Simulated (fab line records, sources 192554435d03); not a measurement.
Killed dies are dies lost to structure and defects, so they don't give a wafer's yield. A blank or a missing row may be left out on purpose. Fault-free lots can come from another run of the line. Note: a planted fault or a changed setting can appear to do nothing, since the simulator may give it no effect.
Chamber matching	flow n5 finfet	N5_BEOL_M10_CURE_71 on uv cure-03 has 3 sister chambers
The step cures SiCOH lowk, time 240 s. 3 wafers are shown with their chamber, then 8 later ones without.

== WAFERS PAIRED WITH THEIR CHAMBERS ==
wafer	chamber	wafer_temp_C_max
L076.6	2	386.5
L083.6	0	386.3
L091.2	1	387.3

== WAFERS WHOSE CHAMBER IS MISSING ==
wafer	wafer_temp_C_max
L091.5	387.3
L091.6	386.6
L093.2	386.1
L093.3	386.4
L093.4	385.6
L096.1	387.2
L096.2	386.6
L096.5	387.0

== WHICH CHAMBER EACH ONE RAN IN ==
wafer	from the rows above	in truth
L091.5	1	1
L091.6	can't be placed: 2 or 0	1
L093.2	can't be placed: 0 or 2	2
L093.3	can't be placed: 0 or 2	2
L093.4	can't be placed: 0 or 2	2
L096.1	1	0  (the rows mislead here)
L096.2	can't be placed: 2 or 0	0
L096.5	can't be placed: 1 or 2 or 0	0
Correct placement for 1 of the 8. Cannot be placed on the basis of these rows: 6; the candidates contain the true chamber in 5. Placed wrongly: 1.
How it was worked out, from the rows above alone: a wafer's distance from a chamber is the root of the sum, over the readings, of the square of ((its reading less the chamber's mean) divided by the reading's scatter). If the next closest chamber is less than 2 further off than the closest, the wafer can't be placed; otherwise it belongs to the closest. A chamber's mean is the mean of its shown wafers. The scatter: with one shown wafer a chamber, the root of the mean of the squares of how far each hidden wafer lies from its nearest shown one.
